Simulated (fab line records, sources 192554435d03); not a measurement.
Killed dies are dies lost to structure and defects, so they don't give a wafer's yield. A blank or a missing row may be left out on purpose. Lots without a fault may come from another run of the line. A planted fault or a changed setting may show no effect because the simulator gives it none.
One fault seen from 2 desks | flow n5_finfet | each desk has only its own numbers; what lay behind them comes last

THE TOOL OWNER'S DESK: epi_rpcvd-03
The tool's own readings at N5_SD_EPI_P_VAPOR_ETCH_44 (etches SiGe30 in NF3/Ar, time 3.3 s): means of the sampled wafers that have a number, for each lot that ran on this tool. A lot is out of limits, marked OUT, if its mean lies more than 4 standard deviations from the usual mean; the brackets give that distance.
Columns: A = susceptor_temp_C at N5_SD_EPI_P_VAPOR_ETCH_44, usual 24.99 C
lot  | first seen here | A
L715 | day 4 03:22     | 25.07
L729 | day 7 13:11     | 25.03
L731 | day 8 00:17     | 25.05
L733 | day 8 13:16     | 25.11
L735 | day 9 01:08     | 24.88
This desk's finding: nothing out of limits on any of the 5 lots.

THE METROLOGY DESK
What the gauges read, lot by lot, whatever tool the lot ran on: means of the sampled wafers that have a number. A lot is out of limits, marked OUT, if its mean lies more than 4 standard deviations from the usual mean; the brackets give that distance. Of its 16 readings 7 are shown: the one that was out of limits first, and those that lie furthest out on some lot.
Columns: A = CJ_P at N5_BEOL_M4_RC_MEAS_101, usual 5.81; B = DIBL_P at N5_BEOL_M4_RC_MEAS_101, usual 35.6 mV/V; C = IOFF_P_85C at N5_BEOL_M4_RC_MEAS_101, usual 3.5 nA/um; D = ION_P at N5_BEOL_M4_RC_MEAS_101, usual 462 uA/um; E = REXT_P at N5_BEOL_M4_RC_MEAS_101, usual 100.4 ohm.um; F = VT_P at N5_BEOL_M4_RC_MEAS_101, usual -251 mV; G = VT_P_LVT at N5_BEOL_M4_RC_MEAS_101, usual -100 mV
lot  | first seen here | A               | B               | C              | D             | E               | F               | G
L715 | day 4 05:43     | 5.72            | 35.1            | 3.7            | 467           | 102.6           | -248            | -98
L720 | day 5 11:22     | 5.78            | 34.2            | 3.6            | 465           | 100.5           | -248            | -98
L726 | day 6 22:54     | 4.58 (-7.7) OUT | 23.9 (-5.9) OUT | 0.7 (-5.7) OUT | 298 (-19) OUT | 292.0 (+91) OUT | -291 (-11) OUT  | -138 (-11) OUT
L727 | day 7 03:47     | 4.43 (-8.6) OUT | 23.7 (-5.9) OUT | 0.8 (-5.4) OUT | 295 (-20) OUT | 290.5 (+91) OUT | -286 (-9.2) OUT | -137 (-11) OUT
L728 | day 7 10:35     | 5.86            | 34.9            | 3.2            | 458           | 102.3           | -254            | -103
L729 | day 7 15:34     | 5.88            | 36.5            | 2.9            | 442           | 97.3            | -257            | -108
L731 | day 8 02:38     | 5.82            | 35.7            | 3.2            | 456           | 102.2           | -254            | -102
L733 | day 8 16:25     | 5.54            | 40.2            | 4.2            | 466           | 99.9            | -248            | -98
L735 | day 9 03:31     | 5.79            | 35.0            | 3.6            | 470           | 102.7           | -248            | -98
This desk's finding: out of limits on L726, L727; first on L726, day 11 04:51 (CJ_P at N5_BEOL_M4_RC_MEAS_101). In limits: L715, L720, L728, L729, L731, L733, L735.

PUT TOGETHER
The metrology desk could have raised an alarm at day 11 04:51, on L726, L727.
The tool owner's desk saw nothing out of limits.
The tool owner's desk has no number on record for L726, L727.
Of the lots named, all ran N5_SD_EPI_P_VAPOR_ETCH_44 on epi_rpcvd-03.

WHAT THE SIMULATOR HAD PUT IN
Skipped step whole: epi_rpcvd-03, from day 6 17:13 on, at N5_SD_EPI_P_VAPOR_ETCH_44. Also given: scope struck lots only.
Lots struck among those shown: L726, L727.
Hours from the fault's start to each desk's first reading out of limits: the metrology desk, 108.
